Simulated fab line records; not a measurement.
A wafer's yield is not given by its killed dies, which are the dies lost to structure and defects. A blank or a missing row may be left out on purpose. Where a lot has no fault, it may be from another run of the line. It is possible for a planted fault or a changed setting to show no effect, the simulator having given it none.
Matching of chambers | flow n5_finfet | N5_BEOL_M2_ALD_98 on ald_sin-03 has 4 sister chambers
The step deposits SiO2, target thk 2.5 nm, pulse time 1 s, co reactant pulse time 1 s. 8 wafers are shown with their chamber, then 11 later ones without.

## WAFERS PAIRED WITH THEIR CHAMBERS
wafer  | chamber | heater_power_outer_w (W) | heater_power_w (W)
L085.5 | 1       | 48                       | 80
L086.2 | 2       | 41                       | 77
L086.4 | 0       | 34                       | 72
L086.6 | 1       | 49                       | 79
L087.2 | 0       | 36                       | 72
L087.3 | 3       | 39                       | 73
L087.4 | 2       | 40                       | 80
L088.3 | 3       | 39                       | 71

## WAFERS MISSING THEIR CHAMBER
wafer  | heater_power_outer_w (W) | heater_power_w (W)
L088.4 | 40                       | 78
L088.5 | 42                       | 79
L091.1 | 35                       | 73
L091.2 | 41                       | 79
L091.5 | 48                       | 79
L093.1 | 34                       | 72
L093.2 | 48                       | 78
L093.5 | 38                       | 73
L095.2 | 39                       | 70
L095.4 | 34                       | 73
L095.6 | 42                       | 79

## WHICH CHAMBER EACH WENT THROUGH
wafer  | from the rows above | in truth
L088.4 | 2                   | 2
L088.5 | 2                   | 2
L091.1 | 0                   | 0
L091.2 | 2                   | 2
L091.5 | 1                   | 1
L093.1 | 0                   | 0
L093.2 | 1                   | 1
L093.5 | 3                   | 3
L095.2 | 3                   | 3
L095.4 | 0                   | 0
L095.6 | 2                   | 2
11 of 11 placed correctly. Not placeable from these rows: 0. Number placed wrongly: 0.
How it was worked out, from the rows above alone: a wafer's distance from a chamber is the root of the sum, over the readings, of the square of ((its reading less the chamber's mean) divided by the reading's scatter). The wafer belongs to the nearest chamber; if the next one is less than 2 further off, it can't be placed. Each chamber's mean is taken over the wafers shown for it. The scatter is the square root of a quotient: the sum, over the shown wafers, of each reading's squared deviation from its chamber's mean, divided by wafers minus chambers.
